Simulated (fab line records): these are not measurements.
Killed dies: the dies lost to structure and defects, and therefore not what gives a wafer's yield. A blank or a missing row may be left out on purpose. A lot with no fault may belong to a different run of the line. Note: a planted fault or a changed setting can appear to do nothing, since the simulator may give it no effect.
What tool caused it? ; flow n5Finfet ; 8 lots with 24 wafers sampled at 6 steps, on a route of 1938 steps

## WHAT THE GAUGES READ, wafer by wafer
N5_BEOL_M4_RC_MEAS_101. Usual: DIBL_N 36.1 mV/V, standard deviation 1.6; DIBL_P 35.7 mV/V, standard deviation 1.8; IOFF_N 0.159 nA/um, standard deviation 0.027; IOFF_P 0.21 nA/um, standard deviation 0.03; ION_N 673 uA/um, standard deviation 10; ION_P 462 uA/um, standard deviation 7.4; SS_N 71.4 mV/dec, standard deviation 0.56; SS_P 73.2 mV/dec, standard deviation 0.61; VT_N 249.7 mV, standard deviation 3; VT_P -250 mV, standard deviation 3.1.
lot;measured;on;DIBL_N (mV/V);DIBL_P (mV/V);IOFF_N (nA/um);IOFF_P (nA/um);ION_N (uA/um);ION_P (uA/um);SS_N (mV/dec);SS_P (mV/dec);VT_N (mV);VT_P (mV);flag
L593;day 8 23:52;prober-02;36.4;34.9;0.162;0.20;671;463;71.4;72.7;250.1;-250;
L594;day 9 06:56;prober-02;36.3 36.4;36.8 36.8;0.176 0.164;0.18 0.18;673 676;447 449;72.0 72.0;73.6 73.6;248.2 250.7;-254 -252;
L603;day 11 15:17;prober-01;39.8 38.1 38.0;39.4 36.4 36.1;0.213 0.185 0.174;0.26 0.20 0.19;686 687 683;463 461 456;72.4 71.5 71.9;75.0 73.2 73.5;248.3 247.3 248.9;-249 -253 -253;
L605;day 12 12:33;prober-02;35.1 38.1 35.5;36.0 38.5 36.5;0.152 0.243 0.172;0.20 0.25 0.20;684 688 685;468 466 461;71.3 72.3 72.0;72.8 73.2 72.8;249.8 242.1 246.1;-252 -249 -249;
L607;day 12 18:56;prober-02;37.5 34.7 36.6;34.8 31.6 34.2;0.156 0.118 0.154;0.19 0.15 0.19;660 643 677;450 447 460;71.6 71.4 70.9;73.1 72.4 73.1;251.8 254.1 250.6;-251 -255 -256;
L609;day 13 21:15;prober-01;37.1 35.3 36.2;36.8 34.9 36.0;0.195 0.147 0.178;0.23 0.19 0.22;678 672 677;461 457 463;71.9 71.5 72.2;72.9 72.3 72.4;247.2 251.9 249.4;-250 -253 -250;
L611;day 14 16:55;prober-02;34.9 40.0 37.2;33.0 39.2 35.1;0.124 0.210 0.147;0.19 0.30 0.23;667 684 675;465 473 478;70.6 71.4 70.6;72.9 75.1 73.6;250.1 246.3 249.8;-249 -246 -248;
L610;day 15 05:43;prober-01;35.2 34.7 36.7;34.8 33.7 36.9;0.156 0.139 0.201;0.22 0.20 0.26;662 670 694;460 468 482;71.1 70.9 71.0;73.1 72.1 73.1;247.2 251.6 243.3;-244 -245 -242;

## WHAT TOOL EACH LOT RAN ON (gives the tool, then ch and the chambers of the sampled wafers, and finally the start)
lot;N5_GATE_CUT_CUT_ETCH_53;N5_GATE_CUT_CUT_ETCH_54;N5_GATE_CUT_CUT_ETCH_55;N5_GATE_CUT_ETCH_47;N5_GATE_CUT_STRIP_21
L593;rieMetal-02 ch 0,1, day 5 16:47;rieMetal-02 ch 0,1, day 5 16:51;rieMetal-02 ch 0,1, day 5 16:55;rieMetal-02 ch 0,1, day 5 16:56;plasmaAsher-01 ch 0,1, day 5 17:05
L594;rieMetal-02 ch 0,1, day 5 23:58;rieMetal-02 ch 0,1, day 6 00:02;rieMetal-02 ch 0,1, day 6 00:05;rieMetal-02 ch 0,1, day 6 00:07;plasmaAsher-01 ch 0,1, day 6 00:16
L603;rieMetal-03 ch 0,1, day 8 04:40;rieMetal-03 ch 0,1, day 8 04:44;rieMetal-03 ch 0,1, day 8 04:47;rieMetal-03 ch 0,1, day 8 04:49;plasmaAsher-01 ch 0,1, day 8 04:58
L605;rieMetal-01 ch 0,1, day 8 17:59;rieMetal-01 ch 0,1, day 8 18:02;rieMetal-01 ch 0,1, day 8 18:06;rieMetal-01 ch 0,1, day 8 18:08;plasmaAsher-01 ch 0,1, day 8 18:17
L607;rieMetal-02 ch 0,1, day 9 10:36;rieMetal-02 ch 0,1, day 9 10:40;rieMetal-02 ch 0,1, day 9 10:43;rieMetal-02 ch 0,1, day 9 10:45;plasmaAsher-01 ch 0,1, day 9 10:53
L609;rieMetal-03 ch 0,1, day 10 01:53;rieMetal-03 ch 0,1, day 10 01:58;rieMetal-03 ch 0,1, day 10 02:03;rieMetal-03 ch 0,1, day 10 02:05;plasmaAsher-02 ch 0,1, day 10 02:17
L611;rieMetal-02 ch 0,1, day 10 07:17;rieMetal-02 ch 0,1, day 10 07:21;rieMetal-02 ch 0,1, day 10 07:25;rieMetal-02 ch 0,1, day 10 07:26;plasmaAsher-02 ch 0,1, day 10 07:35
L610;rieMetal-02 ch 0,1, day 10 08:20;rieMetal-02 ch 0,1, day 10 08:23;rieMetal-02 ch 0,1, day 10 08:27;rieMetal-02 ch 0,1, day 10 08:29;plasmaAsher-01 ch 0,1, day 10 08:37
- N5_GATE_CUT_CUT_ETCH_53: etches W in SF6/Cl2, target depth 79.2 nm.
- N5_GATE_CUT_CUT_ETCH_54: etches TiN in Cl2/BCl3, target depth 96.7 nm.
- N5_GATE_CUT_CUT_ETCH_55: etches HfO2 in BCl3, target depth 3.2 nm.
- N5_GATE_CUT_ETCH_47: etches SiO2 in Cl2/BCl3, target depth 10 nm.
- N5_GATE_CUT_STRIP_21: strips in N2/H2, time 30 s.

## WHAT THE TOOLS THEMSELVES READ (means of the sampled wafers that have a number; where no wafer has one, the mark that the record gives instead)
N5_GATE_CUT_CUT_ETCH_53. Usual: SF6_flow_sccm 40.01 sccm, standard deviation 0.11; biasW 79.99 W, standard deviation 0.23; drypumpMotorCurrentA 5.6 A, standard deviation 0.35; etchRfOnTimeS 26.1 s, standard deviation 0.33; oesProductAu 0.62 a.u., standard deviation 0.1; throttleValvePct 28.99 %, standard deviation 0.12.
lot;tool;SF6_flow_sccm (sccm);biasW (W);drypumpMotorCurrentA (A);etchRfOnTimeS (s);oesProductAu (a.u.);throttleValvePct (%);flag
L593;rieMetal-02;40.15;79.83;5.5;26.2;0.57;29.08;
L594;rieMetal-02;40.07;80.00;5.6;26.2;0.55;29.12;
L603;rieMetal-03;39.92;80.19;5.6;26.0;0.57;28.90;
L605;rieMetal-01;40.02;80.19;5.4;25.5;0.82;29.14;
L607;rieMetal-02;39.95;79.74;5.6;26.2;0.76;28.99;
L609;rieMetal-03;39.95;80.21;5.6;26.3;0.56;28.90;
L611;rieMetal-02;40.05;80.03;5.5;26.4;0.66;29.03;
L610;rieMetal-02;39.90;79.95;5.5;26.0;0.66;29.03;

N5_GATE_CUT_CUT_ETCH_54. Usual: biasW 126.1 W, standard deviation 0.42; drypumpMotorCurrentA 5.6 A, standard deviation 0.35; etchRfOnTimeS 36.5 s, standard deviation 0.44; mfcArSccm 24.99 sccm, standard deviation 0.079; oesProductAu 0.62 a.u., standard deviation 0.099; throttleValvePct 22.42 %, standard deviation 0.17.
lot;tool;biasW (W);drypumpMotorCurrentA (A);etchRfOnTimeS (s);mfcArSccm (sccm);oesProductAu (a.u.);throttleValvePct (%);flag
L593;rieMetal-02;125.7;5.5;44.4;24.94;0.49;22.57;OFF
L594;rieMetal-02;126.1;5.6;40.2;24.97;0.51;22.65;OFF
L603;rieMetal-03;126.0;5.6;36.3;24.95;0.57;22.32;
L605;rieMetal-01;126.3;5.4;35.9;24.97;0.82;22.54;
L607;rieMetal-02;125.9;5.6;36.9;25.07;0.75;22.39;
L609;rieMetal-03;126.4;5.6;36.8;25.04;0.56;22.35;
L611;rieMetal-02;126.0;5.5;36.8;25.02;0.66;22.35;
L610;rieMetal-02;125.8;5.5;36.4;25.03;0.66;22.35;

N5_GATE_CUT_CUT_ETCH_55. Usual: biasW 18.00 W, standard deviation 0.052; drypumpMotorCurrentA 5.6 A, standard deviation 0.35; oesProductAu 0.68 a.u., standard deviation 0.11; throttleValvePct 33.11 %, standard deviation 0.18.
lot;tool;biasW (W);drypumpMotorCurrentA (A);oesProductAu (a.u.);throttleValvePct (%);flag
L593;rieMetal-02;17.98;5.5;0.36;33.16;
L594;rieMetal-02;18.00;5.6;0.49;33.31;
L603;rieMetal-03;18.02;5.6;0.63;33.02;
L605;rieMetal-01;18.01;5.4;0.90;33.42;
L607;rieMetal-02;18.07;5.6;0.85;33.23;
L609;rieMetal-03;17.99;5.6;0.62;33.04;
L611;rieMetal-02;17.97;5.5;0.74;33.13;
L610;rieMetal-02;18.07;5.5;0.73;33.14;

N5_GATE_CUT_ETCH_47. Usual: biasW 126.0 W, standard deviation 0.38; drypumpMotorCurrentA 5.6 A, standard deviation 0.35; mfcArSccm 25.01 sccm, standard deviation 0.08; oesProductAu 0.68 a.u., standard deviation 0.11; throttleValvePct 22.95 %, standard deviation 0.17.
lot;tool;biasW (W);drypumpMotorCurrentA (A);mfcArSccm (sccm);oesProductAu (a.u.);throttleValvePct (%);flag
L593;rieMetal-02;125.9;5.5;24.94;0.64;22.95;
L594;rieMetal-02;126.1;5.6;25.04;0.61;23.11;
L603;rieMetal-03;126.1;5.6;24.99;0.63;22.86;
L605;rieMetal-01;125.8;5.4;25.08;0.90;23.09;
L607;rieMetal-02;126.3;5.6;25.09;0.84;22.93;
L609;rieMetal-03;126.1;5.6;24.98;0.62;22.88;
L611;rieMetal-02;125.6;5.5;25.00;0.73;22.88;
L610;rieMetal-02;126.5;5.5;24.96;0.73;22.89;

N5_GATE_CUT_STRIP_21. Usual: drypumpMotorCurrentA 5.75 A, standard deviation 0.14; heaterPowerW 359 W, standard deviation 21; tempC 249.99 C, standard deviation 0.18.
lot;tool;drypumpMotorCurrentA (A);heaterPowerW (W);tempC (C);flag
L593;plasmaAsher-01;5.72;356;249.98;
L594;plasmaAsher-01;5.81;377;249.92;
L603;plasmaAsher-01;5.79;368;249.86;
L605;plasmaAsher-01;5.74;356;250.10;
L607;plasmaAsher-01;5.72;351;250.15;
L609;plasmaAsher-02;5.77;358;249.86;
L611;plasmaAsher-02;5.67;351;250.12;
L610;plasmaAsher-01;5.80;367;249.83;

## THE ANSWER, worked out from the rows above alone
Rule: take the mean of a lot's wafers that have a number; if it is more than 3 standard deviations from the usual mean, the lot is off. Also off: a lot with no number at a reading for which 4 or more lots have one. Where the step has rows for the other lots, those lots are counted as sound. Order of review: gauges by route order, followed by the tools' own readings, for which a lot's mean as printed above is used. The first step at which some lot is off is used, and at that step the reading that is off furthest; a lot without a number counts as furthest.
Off at N5_GATE_CUT_CUT_ETCH_54 (etchRfOnTimeS): L593, L594.
If a tool, at that step or one of the process steps before it, ran each lot that is off and ran no sound lot following the first of them, it fits. Of those tried, none fits.

## WHAT THE SIMULATOR HAD INSERTED
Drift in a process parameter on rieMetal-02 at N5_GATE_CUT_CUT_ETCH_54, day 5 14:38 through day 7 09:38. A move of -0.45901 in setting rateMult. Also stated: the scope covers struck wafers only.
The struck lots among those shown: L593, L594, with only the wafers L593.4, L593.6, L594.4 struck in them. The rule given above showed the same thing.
